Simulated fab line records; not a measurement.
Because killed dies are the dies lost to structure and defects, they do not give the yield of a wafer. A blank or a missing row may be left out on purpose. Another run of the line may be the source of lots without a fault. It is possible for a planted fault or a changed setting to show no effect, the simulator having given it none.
Chamber matching | flow nand harc | 4 sister chambers for NHARC_A_CHANNEL_FILL_D2_CMP_10 on cmp-02
The step polishes, target thk 150 nm. 4 wafers are shown with their chamber, then 9 later ones without.

EACH WAFER AND ITS CHAMBER
wafer  | chamber | time to endpoint s (s)
L077.6 | 1       | 17
L089.1 | 3       | 20
L087.3 | 2       | 16
L087.6 | 0       | 10

WAFERS WHOSE CHAMBER IS MISSING
wafer  | time to endpoint s (s)
L090.2 | 11
L090.4 | 9
L090.5 | 9
L090.1 | 17
L090.3 | 15
L090.6 | 16
L094.3 | 19
L094.4 | 18
L094.6 | 15

THE CHAMBER EACH PASSED THROUGH
wafer  | from the rows above          | in truth
L090.2 | 0                            | 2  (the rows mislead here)
L090.4 | 0                            | 0
L090.5 | 0                            | 0
L090.1 | can't be placed: 1 or 2      | 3
L090.3 | can't be placed: 2 or 1      | 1
L090.6 | can't be placed: 2 or 1      | 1
L094.3 | can't be placed: 3 or 1      | 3
L094.4 | can't be placed: 1 or 2 or 3 | 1
L094.6 | can't be placed: 2 or 1      | 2
Placed correctly: 2 of 9. From these rows, 6 cannot be placed; in 5 the true chamber is one of the candidates. 1 placed wrongly.
How it was worked out, from the rows above alone: a wafer's distance from a chamber is the root of the sum, over the readings, of the square of ((its reading less the chamber's mean) divided by the reading's scatter). If the next closest chamber is less than 2 further off than the closest, the wafer can't be placed; otherwise it belongs to the closest. Each chamber's mean is taken over the wafers shown for it. The scatter: root of mean squared gap, hidden wafer to nearest shown wafer, with one shown wafer a chamber.
